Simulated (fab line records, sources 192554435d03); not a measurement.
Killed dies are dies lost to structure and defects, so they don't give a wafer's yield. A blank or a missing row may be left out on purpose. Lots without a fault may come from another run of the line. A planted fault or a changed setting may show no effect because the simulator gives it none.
A struck lot beside a sound one | flow n5_finfet | 14 steps out of a route of 1938
Sound: wafers L225.1, L225.2, L225.4. Struck: wafers L230.5, L230.6. The cause comes at the end.
At each step with rows: each side's tool, then ch and its chambers, then its first start. Under that, the readings that differ: sound wafers | struck wafers | difference of the means | sigmas: that difference in standard deviations of wafers without a fault.
alike: readings whose means differ by less than 2 such deviations, and words and numbers that are the same on both sides. not compared: withheld readings, readings that some wafer has no value for, bounds like >300 that may hide the same value, and numbers for which the record gives no deviation and whose values overlap.
The two part at a step that has a row with sigmas, a row that says differs or no value, or rows on one side only. Numbers that don't overlap but have no deviation are shown without sigmas and don't part them. A reading that every wafer of one side lacks parts them only if that side has two wafers or more.

N5_BEOL_M5_STRIP_91: strips in N2/H2, time 10 s.
  sound on rie_diel-02 ch 0,1,2; struck on rie_diel-01 ch 2,3
  reading                | sound      | struck | difference                    | sigmas
  rf_hours_counter_h (h) | 215 32 187 | - -    | no value on the struck wafers |
  alike: drypump_motor_current_A, oes_product_au, rf_vpp_V, showerhead_plenum_p_Torr, throttle_valve_pct
N5_BEOL_M5_OCD_MEAS_38:
  sound on ocd-02, day 7 21:14; struck on ocd-02, day 9 04:39
  alike: trench_depth_nm
then, 4 steps without rows for these wafers: N5_BEOL_M5_HM_STRIP_39 (strips TiN in peroxide tin strip, target depth 25 nm, time 158 s); N5_BEOL_M5_SRD_40 (time 30 s); N5_BEOL_M5_PRECLEAN_42 (cleans in residue remover, time 60 s); N5_BEOL_M5_SRD_43 (time 30 s).
N5_BEOL_M5_CD_MEAS_35: target cd 28 nm, target cd y 24 nm.
  sound on cd_sem-01, day 7 21:23; struck on cd_sem-01, day 9 04:48
  alike: cd_nm
then, 1 step without rows for these wafers: N5_BEOL_M5_CURE_80 (cures SiCOH lowk, time 120 s).
N5_BEOL_M5_DEGAS_44: time 60 s.
  sound on pvd_sputter-01, day 7 21:54; struck on pvd_sputter-02, day 9 06:52
  alike: heater_power_w
N5_BEOL_M5_PRE_CLEAN_45: time 30 s.
  sound on pvd_sputter-01, day 7 21:56; struck on pvd_sputter-02, day 9 06:54
  alike: heater_power_w
N5_BEOL_M5_ALD_86: deposits TaN, pulse time 2 s, purge time 3 s, co reactant purge time 2 s.
  sound on ald_metal-02 ch 0,1,3, day 7 22:02; struck on ald_metal-02 ch 2,3, day 9 07:03
  alike: heater_power_w, precursor_vessel_pressure_torr
then, 1 step without rows for these wafers: N5_BEOL_M5_SURFACE_TREAT_87.
N5_BEOL_M5_CVD_47: deposits Co from CCTBA/H2, target thk 3 nm, time 216 s.
  sound on cvd_co-01 ch 0,1,2, day 7 22:38; struck on cvd_co-02 ch 0,2, day 9 07:23
  reading          | sound             | struck      | difference | sigmas
  run_length_s (s) | 238.6 238.5 238.8 | 357.3 357.6 | +118.8     | +99 or more
N5_BEOL_M5_SPUTTER_48: material Cu, target thk 15 nm, time 27.62 s.
  sound on pvd_sputter-02, day 7 23:59; struck on pvd_sputter-03, day 9 07:31
  alike: substrate_temp_c, throttle_valve_pct

WHERE THEY PART
First at N5_BEOL_M5_STRIP_91; last, within this record, at N5_BEOL_M5_CVD_47. Later steps at which nothing parts them and some readings are alike: N5_BEOL_M5_SPUTTER_48.

WHY: what the simulator had put in
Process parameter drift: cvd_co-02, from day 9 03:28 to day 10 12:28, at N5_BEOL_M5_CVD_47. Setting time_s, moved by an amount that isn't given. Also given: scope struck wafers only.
